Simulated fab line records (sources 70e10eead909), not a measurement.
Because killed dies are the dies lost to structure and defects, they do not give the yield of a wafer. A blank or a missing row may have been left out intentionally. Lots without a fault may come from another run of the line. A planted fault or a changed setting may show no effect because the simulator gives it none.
A lot that was struck, set against a sound lot + flow nand-harc + 14 out of 1159 route steps
Sound: wafers L230.1, L230.4, L230.5. Struck: wafer L236.4 (left out: L236.3, L236.5 of the same lot, which were not struck); the cause appears at the end.
Order at every step that has rows: each side's tool, ch and its chambers, its first start. Under that, the readings that differ: sound wafers + struck wafers + difference of the means + sigmas: that difference in standard deviations of wafers without a fault.
alike: same words and numbers on both sides, and readings whose means sit less than 2 such deviations apart. not compared: any withheld reading, any reading some wafer has no value for, any bound like >300 that may hide the same value, and any number with overlapping values for which the record gives no deviation.
Wherever a step has rows on one side only, a row that says differs or no value, or a row with sigmas, the two part there. Non-overlapping numbers with no deviation appear without sigmas and do not part them. A reading that every wafer of one side lacks parts them only if that side has two wafers or more.

first, 5 steps without rows for these wafers: NHARC_P_GATE_SOFTBAKE_21 (time 55 s); NHARC_P_GATE_EBR_22; NHARC_P_GATE_EXPOSE_23 (exposes mask P GATE, target cd 120 nm); NHARC_P_GATE_PEB_24 (peb time 65 s); NHARC_P_GATE_DEVELOP_25 (develop time 35 s).
NHARC_P_GATE_CD_MEAS_26: target cd 120 nm.
  sound on cd-sem-01 ch 0, day 5 00:32; struck on cd-sem-03 ch 0, day 6 15:01
  alike: cd-nm
NHARC_P_GATE_OVL_MEAS_27:
  sound on overlay-01, day 5 00:37; struck on overlay-01, day 6 15:05
  alike: overlay-x-nm, overlay-y-nm
NHARC_P_GATE_INSPECT_28:
  sound on defect-inspect-02, day 5 00:39; struck on defect-inspect-02, day 6 15:08
  alike: raw-defect-count
NHARC_P_GATE_DESCUM_31: chemistry O2, time 3 s.
  sound on rie-diel-08 ch 1,2,3, day 5 01:05; struck on rie-diel-08 ch 0, day 6 15:14
  alike: drypump-motor-current-A, oes-product-au, rf-vpp-V, showerhead-plenum-p-Torr, throttle-valve-pct
  not compared: rf-hours-counter-h
NHARC_P_GATE_ETCH_104: etches the open film in CF4/CHF3, target depth 60 nm.
  sound on rie-diel-08 ch 0,1,3, day 5 01:11; struck on rie-diel-08 ch 0, day 6 15:23
  alike: bias-w, drypump-motor-current-A, oes-product-au, rf-vpp-V, showerhead-plenum-p-Torr, throttle-valve-pct
NHARC_P_GATE_HM_OPEN_105: chemistry O2/COS, target depth 360 nm.
  sound: rie-diel-08 ch 0,3; struck: rie-diel-08 ch 3
  alike: bias-w, cos-flow-sccm, drypump-motor-current-A, oes-product-au, rf-vpp-V, showerhead-plenum-p-Torr, throttle-valve-pct
  not compared: rf-hours-counter-h
then, 1 step without rows for these wafers: NHARC_P_GATE_STRIP_106 (strips in O2/COS).
NHARC_P_GATE_ETCH_114: etches the open film in CF4/O2, target depth 30 nm, overetch 3 nm, time 16.5 s.
  sound on rie-diel-08 ch 0,1,3, day 5 01:00; struck on rie-diel-08 ch 0, day 6 15:00
| reading          | sound          | struck | difference | sigmas |
|------------------|----------------|--------|------------|--------|
| run-length-s (s) | 37.6 37.9 37.0 | 35.3   | -2.2       | -5     |
  alike: drypump-motor-current-A, oes-product-au, rf-vpp-V, showerhead-plenum-p-Torr, throttle-valve-pct
  not compared: bias-w, rf-hours-counter-h
NHARC_P_GATE_ETCH_32: etches the open film in HBr/Cl2, target depth 150 nm, time 100.1 s.
  sound on rie-si-05 ch 2,3, day 5 01:52; struck on rie-si-03 ch 3, day 6 15:51
  alike: bias-w, drypump-motor-current-A, he-backside-leak-sccm, oes-product-au, throttle-valve-pct
  not compared: rf-hours-counter-h

WHERE THEY PART
Within this record, at NHARC_P_GATE_ETCH_114 only. Later steps at which nothing parts them and some readings are alike: NHARC_P_GATE_ETCH_32.

WHY: what the simulator had put in
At NHARC_P_GATE_ETCH_114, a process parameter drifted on rie-diel-08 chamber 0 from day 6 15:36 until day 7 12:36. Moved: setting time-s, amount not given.
